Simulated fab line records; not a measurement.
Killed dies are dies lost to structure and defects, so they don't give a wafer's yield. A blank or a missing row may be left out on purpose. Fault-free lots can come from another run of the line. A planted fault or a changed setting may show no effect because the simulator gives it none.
fab line records -- flow nand_harc
record lots=12, wafers=36, last_day=32
route steps=1302 shown P_M1@317 P_M2@330 END@1302
lots that met no fault: from a run of the same line without faults
start_h: start of the lot's first displayed wafer, in hours after the record's first day -- wait_h: hours elapsed since this lot's preceding step -- " unchanged from the row above -- L1.1+2: one row covering several wafers at once -- - no value, or no start was given -- * or withheld: withheld -- < > ~ a bound
route shown NAME@n: names a module that has steps shown in the file, with the first one's number in the route -- usual: mean and standard deviation over wafers with no fault -- same: alike in all rows -- chamber/n: place in a boat -- sites: readings site by site -- _std_site: their standard deviation -- _edge_site: outer sites' mean less inner sites' -- radius_mm: how far each site lies from the wafer's centre -- mask NAME#n: copy n -- behind: the most recent tool/chamber to have shaped the wafer -- hold: the reason the lot was held/the length of the hold in hours/how it ended -- device: the n, p or np transistor that did not switch -- end of line: tests of these same wafers at the route's end -- a step with no rows: only its recipe -- killed: at the first sort, the dies lost to defects and structure; wafer yield is something else -- map: per-die view of a wafer (x killed, . not killed, _ where there is no die)
set.NAME: the setting that was run; set.NAME@STEP: the one run at that earlier step -- model.NAME: the simulator's own value behind a step, which no gauge read
steps of the route over a sample of lots; a table a step, a row a wafer
services: when a tool's chamber went out of use (start_h, in hours from the record's first day, below 0 if earlier), for how many hours, and the reason
## steps
# step NHARC_P_M1_DEP_33
# recipe target_thk_a=300, temp_c=370, target_thk_nm=30, pressure_torr=3, flow_sccm=200, rf_w=450, material=SiCN
# usual heater_power_w=577/66
lot.wafer,tool,chamber,start_h,wait_h,heater_power_w
L580.2,pecvd-02,2,109.45,0.1,636
L580.3,pecvd-02,1,109.45,0.1,592
L580.6,pecvd-02,1,109.45,0.1,557
L581.3,pecvd-03,0,113.62,0.1,659
L581.6,pecvd-03,0,113.62,0.1,665
L581.5,pecvd-03,1,113.62,0.1,550
L582.2,pecvd-04,2,123.45,0.1,600
L582.4,pecvd-04,0,123.45,0.1,574
L582.5,pecvd-04,1,123.45,0.1,458
L584.1,pecvd-02,1,144.97,0.1,512
L584.4,pecvd-02,0,144.97,0.1,601
L584.6,pecvd-02,1,144.97,0.1,509
L585.2,pecvd-03,0,151.04,0.1,642
L585.3,pecvd-03,1,151.04,0.1,624
L585.6,pecvd-03,2,151.04,0.1,516
L586.1,pecvd-04,0,167.75,0.1,680
L586.3,pecvd-04,1,167.75,0.1,389
L586.5,pecvd-04,1,167.75,0.1,391
L587.1,pecvd-03,2,180.77,0.1,515
L587.6,pecvd-03,2,180.77,0.1,505
L587.4,pecvd-03,0,180.77,0.1,667
L589.1,pecvd-04,2,202.72,0.1,591
L589.2,pecvd-04,0,202.72,0.1,642
L589.6,pecvd-04,1,202.72,0.1,449
L592.2,pecvd-03,1,226.17,0.1,515
L592.3,pecvd-03,0,226.17,0.1,670
L592.6,pecvd-03,2,226.17,0.1,567
L595.3,pecvd-02,1,250.22,0.1,511
L595.6,pecvd-02,0,250.22,0.1,604
L595.4,pecvd-02,1,250.22,0.1,520
L598.3,pecvd-02,2,287.55,0.1,627
L598.6,pecvd-02,1,287.55,0.1,589
L598.5,pecvd-02,2,287.55,0.1,640
L599.3,pecvd-03,0,302.62,0.1,666
L599.2,pecvd-03,1,302.62,0.1,601
L599.4,pecvd-03,0,302.62,0.1,653
# step NHARC_P_M2_INSPECT_11
# usual raw_defect_count=4.5/2.5
lot.wafer,tool,chamber,start_h,wait_h,raw_defect_count
L580.2,defect_inspect-02,-,111.00,0.0,8
L580.3,defect_inspect-02,-,111.00,0.0,5
L580.6,defect_inspect-02,-,111.00,0.0,1
L581.3,defect_inspect-01,-,114.95,0.0,4
L581.5,defect_inspect-01,-,114.95,0.0,7
L581.6,defect_inspect-01,-,114.95,0.0,5
L582.2,defect_inspect-02,-,124.70,0.0,4
L582.4,defect_inspect-02,-,124.70,0.0,4
L582.5,defect_inspect-02,-,124.70,0.0,10
L584.1,defect_inspect-02,-,146.32,0.0,2
L584.4,defect_inspect-02,-,146.32,0.0,5
L584.6,defect_inspect-02,-,146.32,0.0,5
L585.2,defect_inspect-02,-,152.42,0.0,1
L585.3,defect_inspect-02,-,152.42,0.0,6
L585.6,defect_inspect-02,-,152.42,0.0,5
L586.1,defect_inspect-02,-,169.09,0.0,2
L586.3,defect_inspect-02,-,169.09,0.0,0
L586.5,defect_inspect-02,-,169.09,0.0,2
L587.1,defect_inspect-01,-,181.97,0.0,7
L587.4,defect_inspect-01,-,181.97,0.0,2
L587.6,defect_inspect-01,-,181.97,0.0,3
L589.1,defect_inspect-01,-,203.93,0.0,6
L589.2,defect_inspect-01,-,203.93,0.0,1
L589.6,defect_inspect-01,-,203.93,0.0,4
L592.2,defect_inspect-02,-,227.53,0.0,4
L592.3,defect_inspect-02,-,227.53,0.0,5
L592.6,defect_inspect-02,-,227.53,0.0,5
L595.3,defect_inspect-01,-,251.55,0.0,4
L595.4,defect_inspect-01,-,251.55,0.0,2
L595.6,defect_inspect-01,-,251.55,0.0,4
L598.3,defect_inspect-02,-,288.79,0.0,6
L598.5,defect_inspect-02,-,288.79,0.0,4
L598.6,defect_inspect-02,-,288.79,0.0,2
L599.2,defect_inspect-01,-,303.97,0.0,4
L599.3,defect_inspect-01,-,303.97,0.0,7
L599.4,defect_inspect-01,-,303.97,0.0,8
# step NHARC_P_M2_ETCH_35
# recipe target_depth_a=400, overetch_a=120, time_s=43.94, ion_energy_ev=200, n2_flow_sccm=150, h2_flow_sccm=150, ar_flow_sccm=0, rf_w=400, bias_w=150, chemistry=N2/H2
# usual drypump_motor_current_A=5.5/0.4, oes_product_au=1.000/0.011, rf_vpp_V=430.1/2.2, run_length_s=65.2/0.41, showerhead_plenum_p_Torr=2.02/0.072, throttle_valve_pct=14.172/0.0095
lot.wafer,tool,chamber,start_h,wait_h,drypump_motor_current_A,oes_product_au,rf_hours_counter_h,rf_vpp_V,run_length_s,showerhead_plenum_p_Torr,throttle_valve_pct
L580.3,rie_diel-04,0,111.16,0.1,5.2,1.003,6.1,431.2,65.3,2.06,14.166
L580.2,rie_diel-04,1,111.16,0.1,5.9,1.010,6.0,429.7,64.9,1.97,14.176
L580.6,rie_diel-04,2,111.16,0.1,5.7,1.013,-,427.6,65.1,1.94,14.175
L581.3,rie_diel-05,2,115.10,0.1,5.8,1.003,4.1,434.2,65.1,2.13,14.155
L581.5,rie_diel-05,1,115.10,0.1,5.8,1.005,-,433.9,65.1,2.11,14.191
L581.6,rie_diel-05,2,115.10,0.1,5.8,0.994,-,433.3,64.7,2.13,14.172
L582.4,rie_diel-04,1,124.84,0.1,5.9,1.008,6.5,427.3,64.7,1.97,14.176
L582.2,rie_diel-04,3,124.84,0.1,4.8,0.990,6.7,428.1,65.9,1.96,14.175
L582.5,rie_diel-04,1,124.84,0.1,5.9,1.003,-,428.3,65.2,1.97,14.166
L584.4,rie_diel-04,0,146.47,0.1,5.2,1.004,7.4,431.0,65.6,2.06,14.166
L584.1,rie_diel-04,2,146.47,0.1,5.7,1.008,6.8,428.5,65.3,1.94,14.165
L584.6,rie_diel-04,1,146.47,0.1,5.9,0.997,-,428.9,65.3,1.97,14.163
L585.3,rie_diel-04,1,152.56,0.1,5.9,1.000,7.4,428.8,64.8,1.97,14.165
L585.2,rie_diel-04,3,152.56,0.1,4.8,1.000,7.5,428.6,65.6,1.96,14.177
L585.6,rie_diel-04,2,152.56,0.1,5.7,1.009,-,428.4,65.0,1.94,14.168
L586.1,rie_diel-05,1,169.26,0.1,5.8,1.001,6.0,430.6,64.9,2.11,14.167
L586.3,rie_diel-05,3,169.26,0.1,5.7,0.973,6.6,432.4,64.7,2.09,14.162
L586.5,rie_diel-05,1,169.26,0.1,5.8,0.999,-,433.5,65.0,2.11,14.161
L587.1,rie_diel-04,1,182.14,0.1,5.9,1.008,1.2,429.0,64.7,1.97,14.180
L587.6,rie_diel-04,3,182.14,0.1,4.8,1.009,-,428.7,66.0,1.96,14.175
L587.4,rie_diel-04,1,182.14,0.1,5.9,1.000,-,428.2,64.7,1.97,14.153
L589.2,rie_diel-04,2,204.08,0.1,5.7,1.005,2.5,429.5,65.3,1.94,14.173
L589.1,rie_diel-04,3,204.08,0.1,4.8,1.012,2.5,428.2,65.7,1.96,14.188
L589.6,rie_diel-04,0,204.08,0.1,5.1,1.004,-,431.3,65.1,2.06,14.177
L592.3,rie_diel-04,2,227.68,0.1,5.7,1.020,3.7,428.1,65.4,1.94,14.170
L592.2,rie_diel-04,0,227.68,0.1,5.2,1.014,2.5,430.7,65.6,2.06,14.168
L592.6,rie_diel-04,2,227.68,0.1,5.7,1.001,-,427.4,65.2,1.94,14.168
L595.4,rie_diel-05,2,251.70,0.1,5.8,0.999,1.4,434.9,65.0,2.12,14.175
L595.3,rie_diel-05,3,251.70,0.1,5.7,0.990,1.4,431.1,64.8,2.08,14.181
L595.6,rie_diel-05,3,251.70,0.1,5.7,0.989,-,431.0,64.8,2.08,14.182
L598.3,rie_diel-04,0,288.98,0.1,5.2,1.007,4.6,431.1,53.9,2.06,14.168
L598.6,rie_diel-04,1,288.98,0.1,6.0,0.991,-,429.5,52.9,1.97,14.169
L598.5,rie_diel-04,2,288.98,0.1,5.8,1.006,-,427.9,65.6,1.94,14.174
L599.2,rie_diel-05,1,304.13,0.1,5.8,0.991,5.6,431.1,65.4,2.11,14.166
L599.3,rie_diel-05,2,304.13,0.1,5.8,0.985,5.2,433.5,64.7,2.12,14.172
L599.4,rie_diel-05,0,304.13,0.1,6.2,0.987,-,428.7,65.2,1.98,14.176
# step NHARC_P_M2_STRIP_18
# recipe power_w=1000, n2_flow_sccm=150, h2_flow_sccm=150, ar_flow_sccm=0, bias_w=0, chemistry=N2/H2
# usual drypump_motor_current_A=5.6/0.41, oes_product_au=1.001/0.01, rf_vpp_V=90.6/0.88, showerhead_plenum_p_Torr=2.04/0.071, throttle_valve_pct=14.171/0.0088
lot.wafer,tool,chamber,start_h,wait_h,drypump_motor_current_A,oes_product_au,rf_hours_counter_h,rf_vpp_V,showerhead_plenum_p_Torr,throttle_valve_pct
L580.2,rie_diel-04,1,111.52,0.1,5.9,0.995,6.1,89.2,1.97,14.168
L580.3,rie_diel-04,2,111.52,0.1,5.8,1.013,5.9,90.4,1.94,14.179
L580.6,rie_diel-04,0,111.52,0.1,5.2,1.003,-,90.6,2.06,14.165
L581.3,rie_diel-04,0,115.44,0.1,5.2,0.999,6.3,90.0,2.06,14.170
L581.5,rie_diel-04,2,115.44,0.1,5.7,1.019,-,90.8,1.94,14.174
L581.6,rie_diel-04,3,115.44,0.1,4.8,0.995,-,89.6,1.96,14.167
L582.2,rie_diel-05,0,125.16,0.1,6.2,0.997,5.5,90.5,1.98,14.168
L582.4,rie_diel-05,2,125.16,0.1,5.8,1.007,4.3,90.4,2.13,14.186
L582.5,rie_diel-05,3,125.16,0.1,5.8,0.994,-,91.1,2.09,14.175
L584.4,rie_diel-04,3,146.76,0.1,4.8,0.993,7.4,90.4,1.96,14.171
L584.1,rie_diel-04,1,146.76,0.1,5.9,1.000,7.3,90.1,1.97,14.179
L584.6,rie_diel-04,3,146.76,0.1,4.8,1.006,-,89.4,1.96,14.161
L585.3,rie_diel-05,3,152.86,0.1,5.7,0.988,5.6,91.7,2.09,14.160
L585.2,rie_diel-05,2,152.86,0.1,5.8,1.020,5.2,90.4,2.13,14.156
L585.6,rie_diel-05,3,152.86,0.1,5.7,0.983,-,90.4,2.09,14.167
L586.3,rie_diel-05,2,169.55,0.1,5.8,1.016,5.8,90.0,2.13,14.178
L586.1,rie_diel-05,1,169.55,0.1,5.8,0.999,6.1,91.8,2.11,14.165
L586.5,rie_diel-05,3,169.55,0.1,5.7,0.977,-,91.7,2.09,14.170
L587.1,rie_diel-05,3,182.45,0.1,5.8,0.986,7.8,91.9,2.09,14.168
L587.4,rie_diel-05,0,182.45,0.1,6.2,0.986,8.6,90.6,1.98,14.159
L587.6,rie_diel-05,3,182.45,0.1,5.8,0.984,-,91.0,2.09,14.165
L589.1,rie_diel-04,0,204.37,0.1,5.2,1.002,1.3,90.8,2.06,14.189
L589.2,rie_diel-04,1,204.37,0.1,5.9,0.997,2.1,89.9,1.97,14.174
L589.6,rie_diel-04,0,204.37,0.1,5.2,1.003,-,91.1,2.06,14.175
L592.3,rie_diel-05,0,228.00,0.1,6.2,1.003,0.3,91.2,1.98,14.171
L592.2,rie_diel-05,2,228.00,0.1,5.8,0.980,0.4,91.3,2.13,14.165
L592.6,rie_diel-05,3,228.00,0.1,5.7,1.011,-,90.6,2.09,14.171
L595.4,rie_diel-03,3,251.99,0.1,5.5,0.997,8.4,91.8,2.01,14.193
L595.3,rie_diel-03,2,251.99,0.1,5.2,1.004,8.8,89.8,2.07,14.161
L595.6,rie_diel-03,0,251.99,0.1,5.3,0.999,-,92.1,2.13,14.171
L598.3,rie_diel-04,0,289.42,0.1,5.2,1.023,4.7,90.1,2.06,14.171
L598.6,rie_diel-04,3,289.42,0.1,4.8,1.009,-,90.3,1.96,14.170
L598.5,rie_diel-04,0,289.42,0.1,5.2,1.020,-,90.4,2.06,14.159
L599.3,rie_diel-05,0,304.49,0.1,6.2,0.982,6.0,90.0,1.98,14.183
L599.2,rie_diel-05,1,304.49,0.1,5.8,0.996,5.7,91.3,2.11,14.169
L599.4,rie_diel-05,2,304.49,0.1,5.8,1.006,-,91.5,2.12,14.170
# step NHARC_END_SORT_01
# recipe temp_c=25
# usual defect_limited_yield=90.1/2.5, killed_at_array=62/18, killed_at_other=0.9/1.2, killed_at_periphery=4.2/2.9, killed_dies=67/17, killed_open=3.6/1.9, killed_short=2.5/1.6
# same gross_dies=677
lot.wafer,tool,chamber,start_h,wait_h,defect_limited_yield[%],killed_at_array,killed_at_other,killed_at_periphery,killed_dies,killed_open,killed_short
L599.2,prober-02,0,754.73,2.8,94.1,36,0,4,40,7,4
L599.3,prober-02,0,755.53,3.1,92.3,46,1,5,52,3,3
L599.4,prober-02,0,756.34,3.4,93.2,40,1,5,46,4,3
# killed by level:class
L599.2 A_CHANNEL_HOLE_D1:chamber_film_flake=9 A_SLIT:chamber_film_flake=5 A_STAIRCASE:chamber_film_flake=4 A_CHANNEL_HOLE_D2:geometric_particle:open=2 A_BLC:geometric_particle:open=2 P_GATE:chamber_film_flake=2 A_DECK1_JOINT:chamber_film_flake=2 A_CHANNEL_HOLE_D2:chamber_film_flake=2
L599.3 A_CHANNEL_HOLE_D1:chamber_film_flake=22 A_SLIT:chamber_film_flake=6 A_CHANNEL_HOLE_D2:chamber_film_flake=5 A_STAIRCASE:chamber_film_flake=5 P_GATE:chamber_film_flake=3 A_ONON_D1:geometric_particle:short=1 A_CHANNEL_FILL_D1:geometric_particle:open=1 A_DECK1_JOINT:geometric_particle:short=1
L599.4 A_CHANNEL_HOLE_D1:chamber_film_flake=11 A_SLIT:chamber_film_flake=9 A_CHANNEL_HOLE_D2:chamber_film_flake=5 A_STAIRCASE:chamber_film_flake=5 A_CONTACT:chamber_film_flake=3 P_GATE:chamber_film_flake=2 P_CONTACT:geometric_particle:open=1 P_M0:geometric_particle:open=1
## services
tool,chamber,start_h,hours,kind
rie_diel-03,-,89.96,1.1,repair
rie_diel-04,3,105.48,8.1,repair
pecvd-02,0,107.21,6.2,repair
rie_diel-04,0,108.40,-,clean
rie_diel-04,1,108.40,-,clean
rie_diel-03,1,125.18,2.7,repair
pecvd-04,-,143.20,0.9,repair
rie_diel-04,-,153.90,9.0,pm
pecvd-02,0,165.12,6.7,repair
pecvd-03,-,165.85,13.0,pm
rie_diel-04,0,175.26,10.0,repair
rie_diel-03,0,181.70,4.5,repair
pecvd-04,-,188.47,1.3,repair
pecvd-02,-,191.87,0.7,repair
pecvd-02,-,203.37,13.0,pm
rie_diel-05,-,205.60,9.0,pm
rie_diel-04,-,230.46,1.1,repair
rie_diel-05,0,233.95,4.3,repair
rie_diel-03,-,235.25,2.3,repair
pecvd-04,-,245.44,13.0,pm
rie_diel-03,-,257.30,9.0,pm
rie_diel-05,0,273.77,4.3,repair
rie_diel-05,3,274.65,1.6,repair
rie_diel-05,3,299.85,8.7,repair
## key
first_sign step=NHARC_P_M2_ETCH_35, reading=run_length_s, direction=down, sigmas=29, usual=*, struck=*
effect none on later readings
met_at NHARC_P_M2_ETCH_35
struck_lots L598
struck_wafers L598.3,L598.6
not_acting_at NHARC_P_M1_DEP_33,NHARC_P_M2_INSPECT_11,NHARC_P_M2_STRIP_18
onset_between 227.68 288.98
fault kind=process_parameter_drift, tool=rie_diel-04, chamber=-, onset_h=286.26, steps=NHARC_P_M2_ETCH_35, channel=time_s, offset=*, shape=step, end_h=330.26, scope=struck_wafers_only, acts_in=*, stated=*
